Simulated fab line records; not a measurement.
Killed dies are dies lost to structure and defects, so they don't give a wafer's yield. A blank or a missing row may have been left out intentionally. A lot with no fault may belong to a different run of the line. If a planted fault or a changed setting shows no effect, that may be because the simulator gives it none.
Chamber matching + flow n5Finfet + N5_SD_EPI_P_ETCH_36 on rieDiel-05 has 4 sister chambers
The step etches SiARC in CF4, target depth 45.5 nm, time 75.8 s. 24 wafers are shown with their chamber, then 12 later ones without.

## WAFERS WITH THEIR CHAMBER
| wafer  | chamber | showerheadPlenumPTorr (Torr) | throttleValvePct (%) | oesProductAu (a.u.) |
|--------|---------|------------------------------|----------------------|---------------------|
| L074.1 | 3       | 2.03                         | 16.04                | 0.57                |
| L074.2 | 2       | 2.18                         | 15.37                | 0.81                |
| L074.3 | 0       | 2.08                         | 15.84                | 0.70                |
| L080.1 | 3       | 2.03                         | 16.06                | 0.57                |
| L080.2 | 1       | 2.15                         | 15.32                | 0.65                |
| L080.3 | 0       | 2.08                         | 15.85                | 0.69                |
| L080.4 | 2       | 2.18                         | 15.39                | 0.79                |
| L080.5 | 2       | 2.18                         | 15.38                | 0.80                |
| L080.6 | 3       | 2.03                         | 16.06                | 0.57                |
| L081.1 | 1       | 2.14                         | 15.31                | 0.64                |
| L081.2 | 2       | 2.18                         | 15.37                | 0.78                |
| L081.3 | 0       | 2.08                         | 15.87                | 0.69                |
| L081.4 | 3       | 2.03                         | 16.06                | 0.56                |
| L081.5 | 2       | 2.18                         | 15.40                | 0.79                |
| L081.6 | 3       | 2.03                         | 16.08                | 0.56                |
| L083.1 | 0       | 2.08                         | 15.85                | 0.70                |
| L083.2 | 2       | 2.18                         | 15.40                | 0.78                |
| L083.3 | 1       | 2.14                         | 15.34                | 0.65                |
| L083.4 | 3       | 2.02                         | 16.09                | 0.57                |
| L083.5 | 2       | 2.18                         | 15.40                | 0.78                |
| L083.6 | 1       | 2.14                         | 15.33                | 0.65                |
| L086.2 | 2       | 2.18                         | 15.41                | 0.77                |
| L086.3 | 3       | 2.02                         | 16.08                | 0.56                |
| L086.4 | 1       | 2.14                         | 15.34                | 0.64                |

SIGNATURES (averages over the wafers above)
| reading               | chamber 0 | chamber 1 | chamber 2 | chamber 3 | scatter within a chamber |
|-----------------------|-----------|-----------|-----------|-----------|--------------------------|
| showerheadPlenumPTorr | 2.0800    | 2.1420    | 2.1800    | 2.0271    | 0.00334                  |
| throttleValvePct      | 15.8525   | 15.3280   | 15.3900   | 16.0671   | 0.015                    |
| oesProductAu          | 0.6950    | 0.6460    | 0.7875    | 0.5657    | 0.00878                  |
Rule: for a wafer and a chamber, the distance is found by dividing, reading by reading, the gap between the wafer's reading and the chamber's mean by the reading's scatter, squaring, summing and taking the root. The wafer belongs to the nearest chamber; if the next one is less than 2 further off, it can't be placed. The scatter is the square root of a quotient: the sum, over the shown wafers, of each reading's squared deviation from its chamber's mean, divided by wafers minus chambers.

## WAFERS WITHOUT THEIR CHAMBER
| wafer  | showerheadPlenumPTorr (Torr) | throttleValvePct (%) | oesProductAu (a.u.) |
|--------|------------------------------|----------------------|---------------------|
| L095.1 | 2.07                         | 15.93                | 0.67                |
| L095.2 | 2.14                         | 15.38                | 0.63                |
| L095.3 | 2.17                         | 15.43                | 0.75                |
| L095.4 | 2.27                         | 15.60                | 0.76                |
| L095.5 | 2.14                         | 15.38                | 0.63                |
| L095.6 | 2.07                         | 15.92                | 0.67                |
| L097.1 | 2.07                         | 15.92                | 0.67                |
| L097.2 | 2.13                         | 15.38                | 0.63                |
| L097.3 | 2.27                         | 15.61                | 0.76                |
| L097.4 | 2.17                         | 15.44                | 0.75                |
| L097.5 | 2.07                         | 15.92                | 0.67                |
| L097.6 | 2.27                         | 15.62                | 0.76                |

## WHICH CHAMBER EACH WENT THROUGH
| wafer  | from the rows above | in truth                   |
|--------|---------------------|----------------------------|
| L095.1 | 0                   | 0                          |
| L095.2 | 1                   | 1                          |
| L095.3 | 2                   | 2                          |
| L095.4 | 2                   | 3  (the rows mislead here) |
| L095.5 | 1                   | 1                          |
| L095.6 | 0                   | 0                          |
| L097.1 | 0                   | 0                          |
| L097.2 | 1                   | 1                          |
| L097.3 | 2                   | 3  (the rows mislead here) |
| L097.4 | 2                   | 2                          |
| L097.5 | 0                   | 0                          |
| L097.6 | 2                   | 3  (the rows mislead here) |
9 of 12 placed correctly. Number that these rows cannot place: 0. Placed wrongly: 3.
